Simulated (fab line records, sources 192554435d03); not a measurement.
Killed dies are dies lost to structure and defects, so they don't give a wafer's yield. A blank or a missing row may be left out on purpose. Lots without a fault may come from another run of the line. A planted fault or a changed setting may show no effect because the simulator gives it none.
A struck lot beside a sound one | flow n5_finfet | 42 steps out of a route of 1938
Sound: wafers L550.2, L550.5, L550.6. Struck: wafers L541.1, L541.3, L541.6. The cause comes at the end.
At each step with rows: each side's tool, then ch and its chambers, then its first start. Under that, the readings that differ: sound wafers | struck wafers | difference of the means | sigmas: that difference in standard deviations of wafers without a fault.
alike: readings whose means differ by less than 2 such deviations, and words and numbers that are the same on both sides. not compared: withheld readings, readings that some wafer has no value for, bounds like >300 that may hide the same value, and numbers for which the record gives no deviation and whose values overlap.
The two part at a step that has a row with sigmas, a row that says differs or no value, or rows on one side only. Numbers that don't overlap but have no deviation are shown without sigmas and don't part them. A reading that every wafer of one side lacks parts them only if that side has two wafers or more.

first, 11 steps without rows for these wafers: N5_BEOL_M1_ALD_98 (deposits SiO2, target thk 2.5 nm, pulse time 1 s, co reactant pulse time 1 s); N5_BEOL_M1_ETCHBACK_99 (etches SiO2 in CHF3, target depth 5 nm, time 10.4 s); N5_BEOL_M1_ETCH_70 (etches SOC in N2/H2, target depth 80 nm, overetch 16 nm, time 120 s); N5_BEOL_M1_STRIP_71 (strips in N2/H2); N5_BEOL_M1_STRIP_78 (strips in N2/H2); N5_BEOL_M1_VIA_ETCH_34 (etches the open film in C4F6/O2, target depth 67.8 nm, time 64.4 s); N5_BEOL_M1_STRIP_83 (strips in C4F6/O2); N5_BEOL_M1_STRIP_36 (strips in N2/H2); N5_BEOL_M1_TRENCH_ETCH_37 (etches SiOC in C4F6/O2, target depth 55.207 nm, time 29 s); N5_BEOL_M1_ETCH_41 (etches SiCN in CH3F/O2, target depth 31.9 nm, time 57.8 s); N5_BEOL_M1_STRIP_97 (strips in N2/H2, time 10 s).
N5_BEOL_M1_HM_STRIP_39: strips TiN in peroxide tin strip, target depth 25 nm, time 158 s.
  sound on wet_bench-04 ch 0,3,7, day 11 15:06; struck on wet_bench-03 ch 0,1,5, day 9 17:19
  no value came back on the struck wafers for bath_guard_temp_C (C), bath_heat_duty_pct (%), temp_c (C), time_s (s); on the sound wafers bath_guard_temp_C (C) reads 50.0 50.1 49.5
  reading                                    | sound | struck         | difference | sigmas
  model.TiN_of_BEOL_M1_HM_DEP_02.thk_nm (nm) | 0 0 0 | 17.8 17.8 17.6 | +17.7      |
then, 1 step without rows for these wafers: N5_BEOL_M1_SRD_40 (time 30 s).
N5_BEOL_M1_PRECLEAN_42: cleans in residue remover, time 60 s.
  sound on wet_bench-04 ch 0,3,7, day 11 15:10; struck on wet_bench-03 ch 0,1,5, day 9 17:23
  reading                                    | sound | struck      | difference | sigmas
  model.TiN_of_BEOL_M1_HM_DEP_02.thk_nm (nm) | 0 0 0 | 6.8 6.8 6.6 | +6.7       |
  alike: temp_c
then, 25 steps without rows for these wafers: N5_BEOL_M1_SRD_43 (time 30 s); N5_BEOL_M1_DEGAS_44 (time 60 s); N5_BEOL_M1_PRE_CLEAN_45 (time 30 s); N5_BEOL_M1_ALD_84 (deposits TaN, pulse time 2 s, purge time 3 s, co reactant purge time 2 s); N5_BEOL_M1_SURFACE_TREAT_85; N5_BEOL_M1_CVD_47 (deposits Co from CCTBA/H2, target thk 3 nm, time 223.8 s); N5_BEOL_M1_SPUTTER_48 (material Cu, target thk 4.5 nm, time 8.29 s); N5_BEOL_M1_ANNEAL_49 (time 240 s); N5_BEOL_M1_SPUTTER_79 (material Cu, target thk 4.5 nm, time 8.29 s); N5_BEOL_M1_ANNEAL_80 (time 240 s); N5_BEOL_M1_SPUTTER_81 (material Cu, target thk 4.5 nm, time 8.29 s); N5_BEOL_M1_ANNEAL_82 (time 240 s); N5_BEOL_M1_SPUTTER_86 (material Cu, target thk 4.5 nm, time 8.29 s); N5_BEOL_M1_ANNEAL_87 (time 240 s); N5_BEOL_M1_SPUTTER_88 (material Cu, target thk 4.5 nm, time 8.29 s); N5_BEOL_M1_ANNEAL_89 (time 240 s); N5_BEOL_M1_SPUTTER_90 (material Cu, target thk 4.5 nm, time 8.29 s); N5_BEOL_M1_ANNEAL_91 (time 240 s); N5_BEOL_M1_SPUTTER_92 (material Cu, target thk 4.5 nm, time 8.29 s); N5_BEOL_M1_ANNEAL_93 (time 240 s); N5_BEOL_M1_SPUTTER_94 (material Cu, target thk 4.5 nm, time 8.29 s); N5_BEOL_M1_ANNEAL_95 (time 240 s); N5_BEOL_M1_SPUTTER_96 (material Cu, target thk 4.5 nm, time 8.29 s); N5_BEOL_M1_ECD_50 (material Cu, target thk 300 nm); N5_BEOL_M1_ANNEAL_51 (time 90 s).
N5_BEOL_M1_CMP_52: polishes, stops on SiOC, t overpolish 6.8 s, target thk 40 nm.
  sound on cmp-02 ch 1,2,3, day 11 19:07; struck on cmp-01 ch 0,1,2, day 9 20:47
  reading                      | sound          | struck         | difference | sigmas
  barrier_field_endpoint_s (s) | 24.4 24.4 23.7 | 32.6 32.4 34.0 | +8.8       | +14
  alike: motor_current_A
N5_BEOL_M4_RC_MEAS_101:
  sound on prober-02 ch 0, day 13 07:20; struck on prober-02 ch 0, day 11 02:05
  reading        | sound          | struck         | difference | sigmas
  IOFF_P (nA/um) | 0.26 0.20 0.30 | 0.17 0.17 0.19 | -0.08      | -2
  ION_P (uA/um)  | 473 461 475    | 449 452 450    | -19        | -2
  alike: DIBL_N, DIBL_P, IOFF_N, ION_N, SS_N, SS_P, VT_N, VT_P
-- the record jumps here: 4 days lie between the struck wafers' starts before and after (it left off in module BEOL_M4 and takes up again in module PASSIVATION, whose first step shown is number 1936 of the route) --
N5_PASSIVATION_PROBE_49:
  the record has rows for the struck wafers here (prober-02, day 15 07:49) and none for the sound ones

WHERE THEY PART
First at N5_BEOL_M1_HM_STRIP_39; last, within this record, at N5_PASSIVATION_PROBE_49.

WHY: what the simulator had put in
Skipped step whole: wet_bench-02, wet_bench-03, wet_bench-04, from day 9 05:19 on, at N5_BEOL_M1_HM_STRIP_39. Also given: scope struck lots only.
